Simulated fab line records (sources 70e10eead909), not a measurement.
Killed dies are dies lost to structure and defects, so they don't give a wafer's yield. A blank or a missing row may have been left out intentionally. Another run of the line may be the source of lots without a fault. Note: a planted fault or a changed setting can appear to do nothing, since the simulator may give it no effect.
Matching of chambers | flow nandHarc | 4 sister chambers for NHARC_P_BONDPAD_CMP_32 on cmp-02
The step polishes SiCN, target thk 200 nm. 22 wafers are shown with their chamber, then 11 later ones without.

## WAFERS WITH THEIR CHAMBER
wafer  | chamber | motorCurrentA (A) | edgeZonePressureFrac
L075.1 | 2       | 14.8              | 1.003
L075.2 | 0       | 11.6              | 1.006
L075.4 | 3       | 12.4              | 0.999
L076.1 | 1       | 12.4              | 1.003
L076.4 | 0       | 11.6              | 1.006
L076.6 | 2       | 14.0              | 1.000
L078.2 | 3       | 13.6              | 1.003
L078.3 | 2       | 14.4              | 1.002
L078.4 | 0       | 12.1              | 0.999
L079.1 | 3       | 13.6              | 1.006
L079.4 | 1       | 12.4              | 0.995
L079.5 | 1       | 12.3              | 1.000
L085.1 | 1       | 11.5              | 1.003
L085.2 | 3       | 13.0              | 1.006
L085.5 | 0       | 11.6              | 1.003
L086.2 | 3       | 13.3              | 0.995
L086.4 | 1       | 12.3              | 1.006
L086.6 | 3       | 13.7              | 0.999
L087.2 | 3       | 13.1              | 1.005
L087.3 | 2       | 14.2              | 1.006
L087.5 | 1       | 12.2              | 0.986
L089.2 | 3       | 12.4              | 1.001

SIGNATURES (means of the wafers above)
reading              | chamber 0 | chamber 1 | chamber 2 | chamber 3 | scatter within a chamber
motorCurrentA        | 11.725    | 12.183    | 14.350    | 13.137    | 0.409
edgeZonePressureFrac | 1.00350   | 0.99883   | 1.00275   | 1.00175   | 0.00488
Rule: a wafer's distance from a chamber is the root of the sum, over the readings, of the square of ((its reading less the chamber's mean) divided by the reading's scatter). The wafer belongs to the nearest chamber; if the next one is less than 2 further off, it can't be placed. The scatter: the root of (the sum of the squares of (reading less its chamber's mean) over the shown wafers, divided by (wafers less chambers)).

## WAFERS WITHOUT THEIR CHAMBER
wafer  | motorCurrentA (A) | edgeZonePressureFrac
L089.3 | 11.8              | 1.000
L089.4 | 11.2              | 0.995
L095.1 | 15.0              | 0.999
L095.3 | 11.7              | 1.001
L095.5 | 11.7              | 0.994
L097.1 | 13.2              | 1.001
L097.4 | 12.6              | 1.005
L097.5 | 11.7              | 1.003
L096.2 | 12.9              | 1.005
L096.5 | 11.8              | 1.005
L096.6 | 12.0              | 1.003

## THE CHAMBER EACH PASSED THROUGH
wafer  | from the rows above          | in truth
L089.3 | can't be placed: 0 or 1      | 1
L089.4 | can't be placed: 0 or 1      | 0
L095.1 | 2                            | 2
L095.3 | can't be placed: 0 or 1      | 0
L095.5 | can't be placed: 1 or 0      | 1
L097.1 | 3                            | 3
L097.4 | can't be placed: 3 or 1 or 0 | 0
L097.5 | can't be placed: 0 or 1      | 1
L096.2 | can't be placed: 3 or 1      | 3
L096.5 | can't be placed: 0 or 1      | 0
L096.6 | can't be placed: 0 or 1      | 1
Correctly placed: 2 of 11. Cannot be placed on the basis of these rows: 9; the candidates contain the true chamber in 9. Number placed wrongly: 0.
